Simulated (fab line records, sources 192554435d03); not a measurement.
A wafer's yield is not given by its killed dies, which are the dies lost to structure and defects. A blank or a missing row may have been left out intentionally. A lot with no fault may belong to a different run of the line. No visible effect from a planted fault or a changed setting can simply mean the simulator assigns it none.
Struck lot and sound lot, side by side | flow n5_finfet | 37 steps out of a route of 1938
Sound: wafers L453.3, L453.5, L453.6. Struck: wafers L441.1, L441.4, L441.5. The cause is given at the end.
For every step that has rows: the tool of each side, followed by ch and its chambers, followed by its first start. Under that, the readings that differ: sound wafers | struck wafers | difference of the means | sigmas: that difference in standard deviations of wafers without a fault.
alike: readings with means less than 2 such deviations apart, plus words and numbers identical on both sides. not compared: withheld readings, readings lacking a value on some wafer, bounds such as >300 that could conceal the same value, and numbers that have no deviation in the record and whose values overlap.
Wherever a step has rows on one side only, a row that says differs or no value, or a row with sigmas, the two part there. Non-overlapping numbers with no deviation appear without sigmas and do not part them. A reading missing from all wafers of one side parts the sides only when that side holds two or more wafers.

first, 9 steps without rows for these wafers: N5_BEOL_M9_DESCUM_33 (chemistry O2, time 7 s); N5_BEOL_M9_ETCH_76 (etches underlayer in N2/H2, target depth 6.5 nm, time 5.2 s); N5_BEOL_M9_ETCH_65 (etches SiARC in CF4, target depth 15.6 nm, time 26 s); N5_BEOL_M9_ETCH_66 (etches SOC in N2/H2, target depth 80 nm, overetch 16 nm, time 120 s); N5_BEOL_M9_STRIP_69 (strips in N2/H2); N5_BEOL_M9_STRIP_77 (strips in N2/H2); N5_BEOL_M9_VIA_ETCH_34 (etches SiCOH lowk in C4F6/O2, target depth 182.4 nm, time 68.4 s); N5_BEOL_M9_STRIP_73 (strips in C4F6/O2); N5_BEOL_M9_STRIP_36 (strips in N2/H2).
N5_BEOL_M9_TRENCH_ETCH_37: etches SiCOH lowk in C4F6/O2, target depth 151.43 nm, time 49 s.
  sound on rie_diel-02 ch 2,3, day 15 10:09; struck on rie_diel-03 ch 0,3, day 11 23:13
  reading                                    | sound             | struck            | difference | sigmas
  oes_f_703_au (a.u.)                        | 0.69 0.70 0.86    | 0.93 1.23 1.23    | +0.38      | +6
  oes_o_777_au (a.u.)                        | 0.70 0.69 0.88    | 0.89 1.18 1.18    | +0.33      | +5
  oes_product_au (a.u.)                      | 0.69 0.69 0.88    | 0.74 1.02 1.02    | +0.17      | +2
  rf_fwd_power_W (W)                         | 342.3 342.2 336.3 | 424.5 425.0 425.2 | +84.6      | +60
  rf_vpp_V (V)                               | 663 662 674       | 594 609 609       | -62        | -8
  model.BEOL_M9.feature_depth_nm (nm)        | 147.2 147.2 153.2 | 161 168.4 168     | +17        |
  model.etch.depth_nm (nm)                   | 147.2 147.3 153.1 | 161 168.5 167.9   | +17        |
  model.TiN_of_BEOL_M9_HM_DEP_02.thk_nm (nm) | 16 16 15.6        | 15.2 15.2 15.4    | -0.6       |
  alike: drypump_motor_current_A, showerhead_plenum_p_Torr, throttle_valve_pct
  not compared: rf_hours_counter_h
then, 2 steps without rows for these wafers: N5_BEOL_M9_ETCH_41 (etches SiCN in CH3F/O2, target depth 36.6 nm, time 70.1 s); N5_BEOL_M9_STRIP_80 (strips in N2/H2, time 10 s).
N5_BEOL_M9_OCD_MEAS_38:
  sound on ocd-02 at day 15 10:20; struck on ocd-01 at day 11 23:23
  reading              | sound             | struck            | difference | sigmas
  trench_depth_nm (nm) | 146.9 147.6 152.7 | 161.1 168.6 168.1 | +16.9      | +7
then, 13 steps without rows for these wafers: N5_BEOL_M9_HM_STRIP_39 (strips TiN in peroxide tin strip, target depth 25 nm, time 158 s); N5_BEOL_M9_SRD_40 (time 30 s); N5_BEOL_M9_PRECLEAN_42 (cleans in residue remover, time 60 s); N5_BEOL_M9_SRD_43 (time 30 s); N5_BEOL_M9_CURE_72 (cures SiCOH lowk, time 120 s); N5_BEOL_M9_DEGAS_44 (time 60 s); N5_BEOL_M9_PRE_CLEAN_45 (time 30 s); N5_BEOL_M9_ALD_74 (deposits TaN, target thk 2 nm, pulse time 2 s, purge time 3 s); N5_BEOL_M9_SURFACE_TREAT_79; N5_BEOL_M9_CVD_78 (deposits Co from CCTBA/H2, target thk 2 nm, time 138.9 s); N5_BEOL_M9_SPUTTER_48 (material Cu, target thk 12 nm, time 2 s); N5_BEOL_M9_ECD_50 (material Cu, target thk 318 nm); N5_BEOL_M9_ANNEAL_51 (time 90 s).
N5_BEOL_M9_CMP_52: polishes, stops on SiCOH lowk, t overpolish 7 s, target thk 140 nm.
  sound on cmp-01 ch 2,3, day 15 12:18; struck on cmp-04 ch 1,2,3, day 12 02:14
  reading                                | sound             | struck        | difference | sigmas
  model.Cu_of_BEOL_M9_ECD_50.thk_nm (nm) | 134.8 135.2 141.8 | 151 158 155.2 | +17        |
  alike: barrier_field_endpoint_s, motor_current_A, overpolish_run_s, slurry_filter_dp_kPa, time_to_endpoint_s
  not compared: pad_life_wafers
N5_BEOL_M9_THK_MEAS_53: measures by xrf.
  sound on film_metro-02 at day 15 12:34; struck on film_metro-02 at day 12 02:28
  reading     | sound             | struck            | difference | sigmas
  M9_THK (nm) | 134.7 134.9 141.4 | 152.8 159.8 157.3 | +19.6      | +7
then, 2 steps without rows for these wafers: N5_BEOL_M9_PRE_CLEAN_55 (time 15 s); N5_BEOL_M9_DEP_56 (deposits SiCN from 3MS/NH3, target thk 15 nm, time 26.5 s).
N5_BEOL_M9_RS_MEAS_57: measurement is done with a four-point probe.
  sound on film_metro-01 at day 15 12:42; struck on film_metro-02 at day 12 02:36
  reading        | sound             | struck            | difference | sigmas
  M9_RS (ohm/sq) | 0.157 0.156 0.149 | 0.139 0.132 0.135 | -0.019     | -6
then, 5 steps without rows for these wafers: N5_BEOL_M10_ILD_DEP_00 (deposits SiCOH lowk from DEMS/porogen, target thk 308.51 nm, time 58 s); N5_BEOL_M10_CURE_71 (cures SiCOH lowk, time 240 s); N5_BEOL_M10_PECVD_70 (deposits SiO2 from TEOS/O2, target thk 20 nm, time 22.7 s); N5_BEOL_M10_HM_DEP_02 (deposits TiN, target thk 20 nm); N5_BEOL_M10_COAT_59 (time 60 s, resist thk 100 nm).
N5_BEOL_M15_RC_MEAS_101:
  sound on prober-02 ch 0, day 16 23:37; struck on prober-02 ch 0, day 13 22:17
  reading                   | sound          | struck         | difference | sigmas
  SERP_M6 (ohm/um)          | 14.3 13.4 15.0 | 13.3 12.7 13.3 | -1.1       | -2
  SERP_M6_max_site (ohm/um) | 15.5 13.9 15.4 | 13.7 13.1 13.8 | -1.4       | -2
  SERP_M9 (ohm/um)          | 3.21 3.15 2.96 | 2.75 2.65 2.74 | -0.39      | -5
  SERP_M9_max_site (ohm/um) | 3.24 3.23 3.07 | 2.88 2.79 2.88 | -0.33      | -4
  alike: COMB_M10, COMB_M11, COMB_M12, COMB_M13, COMB_M14, COMB_M15, COMB_M5, COMB_M6, COMB_M7, COMB_M8, COMB_M9, SERP_M10, SERP_M11, SERP_M11_max_site, SERP_M12, SERP_M13, SERP_M14, SERP_M5, SERP_M7, SERP_M8

## WHERE THEY PART
Last at N5_BEOL_M15_RC_MEAS_101 as far as this record goes, first at N5_BEOL_M9_TRENCH_ETCH_37.

WHY: whatever the simulator had introduced
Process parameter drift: rie_diel-03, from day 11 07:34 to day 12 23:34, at N5_BEOL_M9_TRENCH_ETCH_37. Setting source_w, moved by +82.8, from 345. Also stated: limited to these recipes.
